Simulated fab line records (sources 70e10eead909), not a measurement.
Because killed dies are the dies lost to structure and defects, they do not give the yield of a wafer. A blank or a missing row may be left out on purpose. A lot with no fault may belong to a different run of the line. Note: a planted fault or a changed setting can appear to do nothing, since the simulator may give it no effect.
Commonality check across tools	flow nand harc	14 lots and 42 wafers in the sample

## WHAT PROMPTED THE OPENING
On 2 of the 14 lots, a flag is raised at NHARC_A_ONON_D1_THK_MEAS_08 on the reading thk nm. Wafers without a fault read 1000 nm, standard deviation 13.
Rule: a lot is flagged in two cases, either no wafer of it has a number, or all its wafers with numbers fall more than 4 standard deviations from that mean. The rest of the lots are taken to be sound.

lot	measured	on	thk nm (nm), wafer by wafer	flag
L763	day 7 15:30	film metro-01	977 982 979	
L764	day 8 05:32	film metro-01	986 987 985	
L765	day 8 05:34	film metro-02	1023 1024 1021	
L767	day 8 11:25	film metro-02	1010 1010 1011	
L766	day 8 11:26	film metro-01	1803 1805 1803	FLAGGED
L769	day 9 10:04	film metro-02	993 994 996	
L772	day 10 03:55	film metro-02	1812 1812 1814	FLAGGED
L777	day 11 05:26	film metro-02	1009 1008 1010	
L780	day 12 03:54	film metro-02	994 996 996	
L779	day 12 03:54	film metro-01	1001 1000 1003	
L782	day 12 13:38	film metro-01	988 989 989	
L783	day 12 20:25	film metro-01	1010 1011 1011	
L784	day 12 20:26	film metro-02	999 999 998	
L785	day 12 20:26	film metro-01	956 958 957	
On average the flagged lots' numbers are 1808 nm, which is +808 nm against the usual, or +62 standard deviations.

## TOOL THAT RAN EACH LOT
The record keeps 1 process step preceding the reading, out of 1159 steps on the route. In each cell: the tool, then ch and the chambers that the sampled wafers went through, then the start.
lot	flag	NHARC_A_ONON_D1_DEP_06
L763		pecvd onon-01 ch 0, day 7 14:58
L764		pecvd onon-01 ch 0, day 8 05:08
L765		pecvd onon-04 ch 0, day 8 05:07
L767		pecvd onon-03 ch 0, day 8 10:56
L766	FLAGGED	pecvd onon-01 ch 0, day 8 10:55
L769		pecvd onon-04 ch 0, day 9 09:33
L772	FLAGGED	pecvd onon-01 ch 0, day 10 03:27
L777		pecvd onon-03 ch 0, day 11 04:59
L780		pecvd onon-04 ch 0, day 12 03:23
L779		pecvd onon-03 ch 0, day 12 03:31
L782		pecvd onon-03 ch 0, day 12 13:14
L783		pecvd onon-04 ch 0, day 12 19:54
L784		pecvd onon-01 ch 0, day 12 19:55
L785		pecvd onon-03 ch 0, day 12 19:56
What the steps here do:
- NHARC_A_ONON_D1_DEP_06: target thk 1000 nm.
- NHARC_A_ONON_D1_THK_MEAS_08: measures by ellipsometry.

## FLAGGED AGAINST TOTAL, ONE TOOL AT A TIME (gauges that did the reading follow at the end)
step	tool	lots run	flagged	share of the flagged lots	sound lots run after its first flagged lot
NHARC_A_ONON_D1_DEP_06	pecvd onon-01	5	2	all	1 (L784)
NHARC_A_ONON_D1_DEP_06	pecvd onon-03	5	0	none	-
NHARC_A_ONON_D1_DEP_06	pecvd onon-04	4	0	none	-
NHARC_A_ONON_D1_THK_MEAS_08	film metro-01	7	1	some	4 (L779,L782,L783,L785)
NHARC_A_ONON_D1_THK_MEAS_08	film metro-02	7	1	some	3 (L777,L780,L784)

## WHAT IS ALLOWED BY THE TABLE
All flagged lots share 1 row of the table, namely pecvd onon-01 at NHARC_A_ONON_D1_DEP_06.
- pecvd onon-01 at NHARC_A_ONON_D1_DEP_06: 2 of its 5 lots flagged. Sound lots ran on it after the first flagged one (L784), which a lasting fault on the whole tool wouldn't allow.
Not one row of the table ran every flagged lot while running no sound lot after the first.

## WHAT HAD BEEN PUT IN BY THE SIMULATOR
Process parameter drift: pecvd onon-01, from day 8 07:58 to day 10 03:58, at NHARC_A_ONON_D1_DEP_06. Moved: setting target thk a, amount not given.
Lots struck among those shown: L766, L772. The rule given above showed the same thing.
